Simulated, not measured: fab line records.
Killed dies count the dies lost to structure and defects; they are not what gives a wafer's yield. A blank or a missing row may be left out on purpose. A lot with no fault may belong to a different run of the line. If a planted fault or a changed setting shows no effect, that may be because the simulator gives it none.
Comparing a struck lot with a sound one + flow n5 finfet + 37 out of 1938 route steps
Sound: wafers L571.1, L571.3, L571.4. Struck: wafer L565.1; the same lot's L565.4 was not struck, so it is left out; see the end for the cause.
Order at every step that has rows: each side's tool, ch and its chambers, its first start. Under that, the readings that differ: sound wafers + struck wafers + difference of the means + sigmas: that difference in standard deviations of wafers without a fault.
alike: readings whose means differ by less than 2 such deviations, and words and numbers that are the same on both sides. not compared: withheld readings, readings that some wafer has no value for, bounds like >300 that may hide the same value, and numbers for which the record gives no deviation and whose values overlap.
Wherever a step has rows on one side only, a row that says differs or no value, or a row with sigmas, the two part there. Numbers that have no deviation but don't overlap get no sigmas and don't part them. A reading that every wafer of one side lacks parts them only if that side has two wafers or more.

first, 9 steps without rows for these wafers: N5_BEOL_M10_PEB_26 (peb time 60 s); N5_BEOL_M10_DEVELOP_27 (develop time 30 s); N5_BEOL_M10_DESCUM_33 (chemistry O2, time 7.9 s); N5_BEOL_M10_ETCH_65 (etches SiARC in CF4, target depth 39 nm, time 65 s); N5_BEOL_M10_ETCH_66 (etches SOC in N2/H2, target depth 120 nm, overetch 24 nm, time 180 s); N5_BEOL_M10_STRIP_69 (strips in N2/H2); N5_BEOL_M10_VIA_ETCH_34 (etches SiCOH lowk in C4F6/O2, target depth 184.5 nm, time 69.2 s); N5_BEOL_M10_STRIP_73 (strips in C4F6/O2); N5_BEOL_M10_STRIP_36 (strips in N2/H2).
N5_BEOL_M10_TRENCH_ETCH_37: etches SiCOH lowk in C4F6/O2, target depth 148.83 nm, time 48 s.
  sound on rie diel-03 ch 1,2,3, day 17 17:46; struck on rie diel-04 ch 1, day 16 09:00
| reading                              | sound             | struck | difference | sigmas |
|--------------------------------------|-------------------|--------|------------|--------|
| run length s (s)                     | 72.2 71.9 71.6    | 67.5   | -4.4       | -12    |
| model.BEOL_M10.feature depth nm (nm) | 147.6 146.4 148.6 | 134.8  | -12.7      |        |
| model.etch.depth nm (nm)             | 147.6 146.4 148.6 | 134.9  | -12.6      |        |
  alike: drypump motor current A, oes product au, rf vpp V, showerhead plenum p Torr, throttle valve pct
  not compared: rf hours counter h
then, 2 steps without rows for these wafers: N5_BEOL_M10_ETCH_41 (etches SiCN in CH3F/O2, target depth 42.6 nm, time 86 s); N5_BEOL_M10_STRIP_77 (strips in N2/H2, time 10 s).
N5_BEOL_M10_OCD_MEAS_38:
  sound on ocd-01, day 17 17:56; struck on ocd-02, day 16 09:11
| reading              | sound             | struck | difference | sigmas |
|----------------------|-------------------|--------|------------|--------|
| trench depth nm (nm) | 147.1 146.7 148.6 | 135.2  | -12.3      | -5     |
then, 13 steps without rows for these wafers: N5_BEOL_M10_HM_STRIP_39 (strips TiN in peroxide tin strip, target depth 25 nm, time 158 s); N5_BEOL_M10_SRD_40 (time 30 s); N5_BEOL_M10_PRECLEAN_42 (cleans in residue remover, time 60 s); N5_BEOL_M10_SRD_43 (time 30 s); N5_BEOL_M10_CURE_72 (cures SiCOH lowk, time 120 s); N5_BEOL_M10_DEGAS_44 (time 60 s); N5_BEOL_M10_PRE_CLEAN_45 (time 30 s); N5_BEOL_M10_ALD_74 (deposits TaN, target thk 2 nm, pulse time 2 s, purge time 3 s); N5_BEOL_M10_SURFACE_TREAT_76; N5_BEOL_M10_CVD_75 (deposits Co from CCTBA/H2, target thk 2 nm, time 138.9 s); N5_BEOL_M10_SPUTTER_48 (material Cu, target thk 12 nm, time 2 s); N5_BEOL_M10_ECD_50 (material Cu, target thk 318 nm); N5_BEOL_M10_ANNEAL_51 (time 90 s).
N5_BEOL_M10_CMP_52: polishes, stops on SiCOH lowk, t overpolish 7 s, target thk 140 nm.
  sound on cmp-02 ch 0,2,3, day 17 20:48; struck on cmp-04 ch 1, day 16 11:14
| reading                                 | sound             | struck | difference | sigmas |
|-----------------------------------------|-------------------|--------|------------|--------|
| overpolish run s (s)                    | 7.010 7.020 6.984 | 7.036  | +0.031     | +3     |
| model.Cu_of_BEOL_M10_ECD_50.thk nm (nm) | 138 135.2 139.2   | 125.2  | -12.3      |        |
  alike: barrier field endpoint s, motor current A, time to endpoint s
N5_BEOL_M10_THK_MEAS_53: measures by xrf.
  sound on film metro-02, day 17 21:06; struck on film metro-02, day 16 11:30
| reading      | sound             | struck | difference | sigmas |
|--------------|-------------------|--------|------------|--------|
| M10_THK (nm) | 137.8 135.8 139.5 | 125.0  | -12.7      | -4     |
then, 2 steps without rows for these wafers: N5_BEOL_M10_PRE_CLEAN_55 (time 15 s); N5_BEOL_M10_DEP_56 (deposits SiCN from 3MS/NH3, target thk 15 nm, time 26.5 s).
N5_BEOL_M10_RS_MEAS_57: the measuring method here is four-point-probe.
  sound on film metro-01, day 17 21:14; struck on film metro-02, day 16 11:38
| reading         | sound             | struck | difference | sigmas |
|-----------------|-------------------|--------|------------|--------|
| M10_RS (ohm/sq) | 0.153 0.156 0.152 | 0.170  | +0.016     | +5     |
then, 5 steps without rows for these wafers: N5_BEOL_M11_ILD_DEP_00 (deposits SiCOH lowk from DEMS/porogen, target thk 308.51 nm, time 58 s); N5_BEOL_M11_CURE_71 (cures SiCOH lowk, time 240 s); N5_BEOL_M11_PECVD_70 (deposits SiO2 from TEOS/O2, target thk 20 nm, time 22.7 s); N5_BEOL_M11_HM_DEP_02 (deposits TiN, target thk 20 nm); N5_BEOL_M11_COAT_59 (time 60 s, resist thk 100 nm).
N5_BEOL_M15_RC_MEAS_101:
  sound on prober-01 ch 0, day 19 05:48; struck on prober-01 ch 0, day 18 02:06
| reading                    | sound                 | struck  | difference | sigmas |
|----------------------------|-----------------------|---------|------------|--------|
| COMB_M7 (S/m)              | 3e-11 2.5e-11 2.1e-11 | 4.3e-11 | +1.8e-11   | +3     |
| SERP_M10 (ohm/um)          | 3.09 3.15 3.08        | 3.43    | +0.32      | +4     |
| SERP_M10_max_site (ohm/um) | 3.22 3.26 3.12        | 3.59    | +0.39      | +4     |
| SERP_M13 (ohm/um)          | 0.304 0.304 0.296     | 0.314   | +0.013     | +2     |
| SERP_M5 (ohm/um)           | 37.0 37.2 37.2        | 42.5    | +5.4       | +3     |
  alike: COMB_M10, COMB_M11, COMB_M12, COMB_M13, COMB_M14, COMB_M14_max_site, COMB_M15, COMB_M5, COMB_M6, COMB_M8, COMB_M9, SERP_M11, SERP_M11_max_site, SERP_M12, SERP_M14, SERP_M6, SERP_M7, SERP_M8, SERP_M8_max_site, SERP_M9

WHERE THEY PART
At N5_BEOL_M10_TRENCH_ETCH_37 first; at N5_BEOL_M15_RC_MEAS_101 last (within this record only).

WHY: the cause the simulator had injected
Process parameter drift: rie diel-04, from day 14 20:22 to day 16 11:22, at N5_BEOL_M10_TRENCH_ETCH_37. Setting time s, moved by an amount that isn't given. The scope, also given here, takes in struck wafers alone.
